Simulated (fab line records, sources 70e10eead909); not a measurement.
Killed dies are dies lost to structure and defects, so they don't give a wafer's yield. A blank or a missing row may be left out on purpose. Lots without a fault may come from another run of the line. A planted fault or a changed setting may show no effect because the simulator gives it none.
Which tool did it? | flow nand_harc | 12 lots, 36 wafers sampled, at 4 steps of a route of 1302

WHAT THE GAUGES READ, wafer by wafer
NHARC_A_M1_OVL_MEAS_10: pitch 240 nm. Usual: overlay_x_nm -0.3 nm, standard deviation 0.76; overlay_y_nm 0.1 nm, standard deviation 0.91.
lot  | measured     | on         | overlay_x_nm (nm) | overlay_y_nm (nm) | flag
L621 | day 23 05:23 | overlay-02 | -0.5 -0.7 -0.3    | 1.4 1.7 1.5       |
L619 | day 23 06:42 | overlay-02 | -0.4 0.2 0.2      | 0.4 1.0 1.0       |
L622 | day 23 20:49 | overlay-01 | 0.3 -0.8 -0.2     | 0.7 1.1 0.7       |
L623 | day 24 05:28 | overlay-01 | 0.4 0.2 0.0       | 0.5 1.3 0.9       |
L624 | day 25 05:37 | overlay-02 | 1.0 1.5 1.5       | 0.6 1.0 1.0       |
L625 | day 25 11:20 | overlay-01 | -0.3 -0.3 -0.6    | -0.2 -0.3 0.5     |
L632 | day 27 19:59 | overlay-01 | -1.1 -1.1 -1.4    | 1.7 1.6 1.0       |
L630 | day 27 21:30 | overlay-02 | -1.7 -1.6 -1.2    | 0.3 -0.2 0.0      |
L638 | day 30 17:10 | overlay-02 | 38.7 39.0 39.9    | -1.3 -1.3 -1.2    | OFF
L639 | day 31 01:01 | overlay-02 | 39.8 39.4 40.0    | -1.1 -1.9 -1.4    | OFF
L640 | day 31 15:55 | overlay-01 | 0.5 -0.3 0.8      | -1.0 -0.7 -0.9    |
L642 | day 32 10:58 | overlay-02 | -0.7 -0.4 -0.6    | -1.5 -1.2 -1.4    |

WHICH TOOL RAN EACH LOT (tool, then ch and the chambers of the sampled wafers, then the start)
lot  | NHARC_A_M0_DEGAS_28          | NHARC_A_M0_DEP_32               | NHARC_A_M1_EXPOSE_06
L621 | pvd_sputter-02, day 23 02:28 | pecvd-04 ch 1,2, day 23 04:11   | arfi_scanner-03 ch 0, day 23 05:09
L619 | pvd_sputter-02, day 23 03:41 | pecvd-02 ch 0,1,2, day 23 05:25 | arfi_scanner-02 ch 0, day 23 06:28
L622 | pvd_sputter-03, day 23 17:46 | pecvd-04 ch 0,1,2, day 23 19:29 | arfi_scanner-02 ch 0, day 23 20:36
L623 | pvd_sputter-02, day 24 02:34 | pecvd-02 ch 1,2, day 24 04:17   | arfi_scanner-02 ch 0, day 24 05:14
L624 | pvd_sputter-01, day 25 02:42 | pecvd-04 ch 0,1,2, day 25 04:26 | arfi_scanner-02 ch 0, day 25 05:23
L625 | pvd_sputter-02, day 25 08:26 | pecvd-02 ch 1,2, day 25 10:09   | arfi_scanner-02 ch 0, day 25 11:07
L632 | pvd_sputter-03, day 27 16:55 | pecvd-02 ch 0,1, day 27 18:52   | arfi_scanner-03 ch 0, day 27 19:46
L630 | pvd_sputter-01, day 27 18:25 | pecvd-01 ch 0,1,2, day 27 20:09 | arfi_scanner-01 ch 0, day 27 21:16
L638 | pvd_sputter-01, day 30 14:17 | pecvd-02 ch 0,1,2, day 30 15:59 | arfi_scanner-02 ch 0, day 30 16:57
L639 | pvd_sputter-02, day 30 22:06 | pecvd-01 ch 0,2, day 30 23:51   | arfi_scanner-02 ch 0, day 31 00:47
L640 | pvd_sputter-03, day 31 12:55 | pecvd-02 ch 1,2, day 31 14:42   | arfi_scanner-03 ch 0, day 31 15:42
L642 | pvd_sputter-03, day 32 07:34 | pecvd-02 ch 0,1,2, day 32 09:46 | arfi_scanner-03 ch 0, day 32 10:45
- NHARC_A_M0_DEGAS_28: time 60 s.
- NHARC_A_M0_DEP_32: deposits SiCN, target thk 30 nm.
- NHARC_A_M1_EXPOSE_06: exposes mask A M1, target cd 120 nm.

WHAT THE TOOLS THEMSELVES READ (means of the sampled wafers that have a number; where no wafer has one, the mark that the record gives instead)
NHARC_A_M0_DEGAS_28. Usual: heater_power_w 340 W, standard deviation 34.
lot  | tool           | heater_power_w (W) | flag
L621 | pvd_sputter-02 | 368                |
L619 | pvd_sputter-02 | 365                |
L622 | pvd_sputter-03 | 300                |
L623 | pvd_sputter-02 | 360                |
L624 | pvd_sputter-01 | 326                |
L625 | pvd_sputter-02 | 362                |
L632 | pvd_sputter-03 | 308                |
L630 | pvd_sputter-01 | 335                |
L638 | pvd_sputter-01 | 317                |
L639 | pvd_sputter-02 | 357                |
L640 | pvd_sputter-03 | 335                |
L642 | pvd_sputter-03 | 346                |

NHARC_A_M0_DEP_32. Usual: heater_power_w 596 W, standard deviation 85; rf_fwd_power_W 449.0 W, standard deviation 1.4; showerhead_vpp_V 1293 V, standard deviation 65.
lot  | tool     | heater_power_w (W) | rf_fwd_power_W (W) | showerhead_vpp_V (V) | flag
L621 | pecvd-04 | 614                | 448.6              | 1354                 |
L619 | pecvd-02 | 662                | 447.5              | 1253                 |
L622 | pecvd-04 | 532                | 450.5              | 1369                 |
L623 | pecvd-02 | 664                | 449.3              | 1286                 |
L624 | pecvd-04 | 549                | 448.5              | 1341                 |
L625 | pecvd-02 | 675                | 448.3              | 1287                 |
L632 | pecvd-02 | 611                | 448.0              | 1221                 |
L630 | pecvd-01 | 552                | 448.8              | 1320                 |
L638 | pecvd-02 | 646                | 447.8              | 1251                 |
L639 | pecvd-01 | 489                | 447.9              | 1283                 |
L640 | pecvd-02 | 636                | 450.0              | 1302                 |
L642 | pecvd-02 | 649                | 448.8              | 1263                 |

THE ANSWER, worked out from the rows above alone
Rule: a lot is off if the mean of its wafers that have a number lies more than 3 standard deviations from the usual mean. A lot without any number at a reading at which 4 lots or more have one is off too. The other lots that the step has rows for count as sound. The gauges are gone through in route order, then the tools' own readings, and for those a lot's mean is taken as printed above. The first step at which some lot is off is used, and at that step the reading that is off furthest; a lot without a number counts as furthest.
Off: L638, L639, at NHARC_A_M1_OVL_MEAS_10 (overlay_x_nm).
A tool fits if, at a process step before that reading, it ran every lot that is off, and no sound lot after the first of them. The gauges at NHARC_A_M1_OVL_MEAS_10 are tried like those tools. One fits: arfi_scanner-02 at NHARC_A_M1_EXPOSE_06. Its last sound lot is L625 (day 25 11:07), its first lot that is off L638 (day 30 16:57): a fault that began between those two fits.

WHAT THE SIMULATOR HAD PUT IN
Scanner matching overlay: arfi_scanner-02, from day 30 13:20 on, at NHARC_A_M1_EXPOSE_06. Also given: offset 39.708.
Lots struck among those shown: L638, L639. The rule above found the same.
